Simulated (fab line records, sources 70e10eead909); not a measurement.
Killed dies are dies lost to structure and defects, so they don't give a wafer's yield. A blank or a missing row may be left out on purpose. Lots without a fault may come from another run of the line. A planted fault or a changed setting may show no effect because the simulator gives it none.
A struck lot beside a sound one | flow nand_harc | 43 steps out of a route of 1159
Sound: wafers L110.1, L110.5, L110.6. Struck: wafers L129.1, L129.2, L129.3. The cause comes at the end.
At each step with rows: each side's tool, then ch and its chambers, then its first start. Under that, the readings that differ: sound wafers | struck wafers | difference of the means | sigmas: that difference in standard deviations of wafers without a fault.
alike: readings whose means differ by less than 2 such deviations, and words and numbers that are the same on both sides. not compared: withheld readings, readings that some wafer has no value for, bounds like >300 that may hide the same value, and numbers for which the record gives no deviation and whose values overlap.
The two part at a step that has a row with sigmas, a row that says differs or no value, or rows on one side only. Numbers that don't overlap but have no deviation are shown without sigmas and don't part them. A reading that every wafer of one side lacks parts them only if that side has two wafers or more.

first, 4 steps without rows for these wafers: NHARC_A_CONTACT_EBR_65; NHARC_A_CONTACT_EXPOSE_66 (exposes mask A CC 2); NHARC_A_CONTACT_PEB_67 (peb time 65 s); NHARC_A_CONTACT_DEVELOP_68 (develop time 35 s).
NHARC_A_CONTACT_CD_MEAS_69: target cd 200 nm.
  sound on cd_sem-03 ch 0, day 16 22:37; struck on cd_sem-01 ch 0, day 21 05:13
  alike: cd_nm
NHARC_A_CONTACT_OVL_MEAS_70:
  sound on overlay-02, day 16 22:42; struck on overlay-02, day 21 05:18
  alike: overlay_x_nm, overlay_y_nm
NHARC_A_CONTACT_INSPECT_71:
  sound on defect_inspect-01, day 16 22:46; struck on defect_inspect-01, day 21 05:20
  alike: raw_defect_count
then, 1 step without rows for these wafers: NHARC_A_CONTACT_DESCUM_74 (chemistry O2, time 3 s).
NHARC_A_CONTACT_ETCH_75: etches the open film in CF4, target depth 39 nm, time 65 s.
  sound on rie_diel-11 ch 0,3, day 16 23:03; struck on rie_diel-11 ch 0,2,3, day 21 05:44
  alike: drypump_motor_current_A, oes_product_au, rf_vpp_V, showerhead_plenum_p_Torr, throttle_valve_pct
  not compared: rf_hours_counter_h
then, 3 steps without rows for these wafers: NHARC_A_CONTACT_ETCH_76 (etches the open film in N2/H2, target depth 260 nm, time 475.3 s); NHARC_A_CONTACT_ETCH_77 (etches the open film in CF4/CHF3, target depth 72.6 nm, time 36.3 s); NHARC_A_CONTACT_ETCH_78 (etches the open film in O2/COS, target depth 2800 nm, time 728 s).
NHARC_A_CONTACT_ETCH_124: etches the open film in C4F8/O2/Ar, time 140 s, target depth 700 nm.
  sound on har_cap_etch-01 ch 0,1, day 17 00:15; struck on har_cap_etch-01 ch 0,1, day 21 07:06
  not compared: rf_hours_counter_h
then, 2 steps without rows for these wafers: NHARC_A_CONTACT_ETCH_125 (etches the open film in C4F8/O2/Ar, time 155 s, target depth 956 nm); NHARC_A_CONTACT_ETCH_126 (etches the open film in C4F8/O2/Ar, time 155 s, target depth 956 nm).
NHARC_A_CONTACT_ETCH_127: etches the open film in C4F8/O2/Ar, time 155 s, target depth 956 nm.
  sound on har_cap_etch-01 ch 0,1, day 17 00:44; struck on har_cap_etch-01 ch 0,1, day 21 07:35
  not compared: rf_hours_counter_h
then, 2 steps without rows for these wafers: NHARC_A_CONTACT_ETCH_128 (etches the open film in C4F8/O2/Ar, time 155 s, target depth 956 nm); NHARC_A_CONTACT_ETCH_129 (etches the open film in C4F8/O2/Ar, time 155 s, target depth 956 nm).
NHARC_A_CONTACT_ETCH_130: etches the open film in C4F8/O2/Ar, time 155 s, target depth 956 nm.
  sound on har_cap_etch-01 ch 0,1, day 17 01:10; struck on har_cap_etch-01 ch 0,1, day 21 08:00
  not compared: rf_hours_counter_h
then, 1 step without rows for these wafers: NHARC_A_CONTACT_ETCH_131 (etches the open film in C4F8/O2/Ar, time 155 s, target depth 956 nm).
NHARC_A_CONTACT_ETCH_132: etches the open film in C4F8/O2/Ar, time 156 s, target depth 958 nm.
  sound on har_cap_etch-01 ch 0,1, day 17 01:26; struck on har_cap_etch-01 ch 0,1, day 21 08:20
  not compared: rf_hours_counter_h
then, 2 steps without rows for these wafers: NHARC_A_CONTACT_ETCH_133 (etches the open film in C4F8/O2/Ar, time 195 s, target depth 840 nm); NHARC_A_CONTACT_ETCH_91 (etches the open film in CH3F/O2, target depth 40 nm, time 85.7 s).
NHARC_A_CONTACT_ETCH_97: etches the open film in C4F6/O2, target depth 20 nm, time 10 s.
  sound on rie_diel-11 ch 0,1,3; struck on rie_diel-11 ch 0,1,3
  alike: drypump_motor_current_A, o2_flow_sccm, oes_product_au, rf_vpp_V, showerhead_plenum_p_Torr, throttle_valve_pct
  not compared: rf_hours_counter_h
NHARC_A_CONTACT_CD_MEAS_80:
  sound on cd_sem-02, day 17 02:22; struck on cd_sem-02, day 21 09:28
  alike: cd_nm
then, 17 steps without rows for these wafers: NHARC_A_CONTACT_STRIP_103 (strips in N2/H2); NHARC_A_CONTACT_STRIP_104 (strips in CF4/CHF3); NHARC_A_CONTACT_STRIP_105 (strips in O2/COS); NHARC_A_CONTACT_ETCH_106 (etches the open film in CF4/O2, target depth 60 nm, overetch 6 nm, time 33 s); NHARC_A_CONTACT_STRIP_82 (strips in O2); NHARC_A_CONTACT_STRIP_83 (strips in post etch residue remover, time 600 s); NHARC_A_CONTACT_DEP_84 (deposits aC, target thk 2000 nm); NHARC_A_CONTACT_DEP_85 (deposits SiON, target thk 50 nm); NHARC_A_CONTACT_DEHYDRATE_00 (time 120 s); NHARC_A_CONTACT_HMDS_01 (time 30 s); NHARC_A_CONTACT_COAT_86 (time 75 s); NHARC_A_CONTACT_COAT_87 (time 65 s); NHARC_A_CONTACT_COAT_02 (resist thk 90 nm); NHARC_A_CONTACT_SOFTBAKE_03 (time 55 s); NHARC_A_CONTACT_EBR_04; NHARC_A_CONTACT_EXPOSE_05 (exposes mask A CC); NHARC_A_CONTACT_PEB_06 (peb time 65 s).
-- the record jumps here: 3 days lie between the struck wafers' starts before and after (it left off in module A_CONTACT and takes up again in module END, whose first step shown is number 1159 of the route) --
NHARC_END_SORT_01:
  the record has rows for the struck wafers here (prober-02 ch 0, day 24 05:52) and none for the sound ones

WHERE THEY PART
Only at NHARC_END_SORT_01, within this record.

WHY: what the simulator had put in
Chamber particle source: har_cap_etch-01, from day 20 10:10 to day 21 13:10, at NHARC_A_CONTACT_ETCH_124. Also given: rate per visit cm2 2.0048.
